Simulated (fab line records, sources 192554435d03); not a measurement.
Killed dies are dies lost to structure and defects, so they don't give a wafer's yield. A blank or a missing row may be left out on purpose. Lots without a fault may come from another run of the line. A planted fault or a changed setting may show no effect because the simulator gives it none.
Chamber matching | flow n5_finfet | N5_BEOL_M10_ILD_DEP_00 on pecvd-03: 3 sister chambers
The step deposits SiCOH lowk from DEMS/porogen, target thk 308.51 nm, time 58 s. 6 wafers are shown with their chamber, then 7 later ones without.

WAFERS WITH THEIR CHAMBER
wafer  | chamber | heater_power_w (W) | throttle_valve_pct (%)
L075.2 | 0       | 291                | 12.9
L075.4 | 1       | 376                | 13.8
L083.2 | 1       | 396                | 13.6
L085.3 | 0       | 330                | 13.1
L092.3 | 2       | 219                | 13.2
L092.4 | 2       | 225                | 13.3

WAFERS WITHOUT THEIR CHAMBER
wafer  | heater_power_w (W) | throttle_valve_pct (%)
L092.6 | 314                | 12.9
L094.1 | 369                | 13.8
L094.2 | 337                | 13.2
L094.5 | 366                | 13.6
L097.2 | 198                | 13.4
L097.4 | 334                | 13.3
L097.5 | 385                | 13.6

WHICH CHAMBER EACH WENT THROUGH
wafer  | from the rows above     | in truth
L092.6 | 0                       | 0
L094.1 | 1                       | 1
L094.2 | 0                       | 0
L094.5 | 1                       | 1
L097.2 | 2                       | 2
L097.4 | can't be placed: 0 or 1 | 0
L097.5 | 1                       | 1
Placed correctly: 6 of 7. Can't be placed from these rows: 1 (the true chamber is among the candidates in 1). Placed wrongly: 0.
How it was worked out, from the rows above alone: a wafer's distance from a chamber is the root of the sum, over the readings, of the square of ((its reading less the chamber's mean) divided by the reading's scatter). The wafer belongs to the nearest chamber; if the next one is less than 2 further off, it can't be placed. A chamber's mean is the mean of its shown wafers. The scatter: the root of (the sum of the squares of (reading less its chamber's mean) over the shown wafers, divided by (wafers less chambers)).
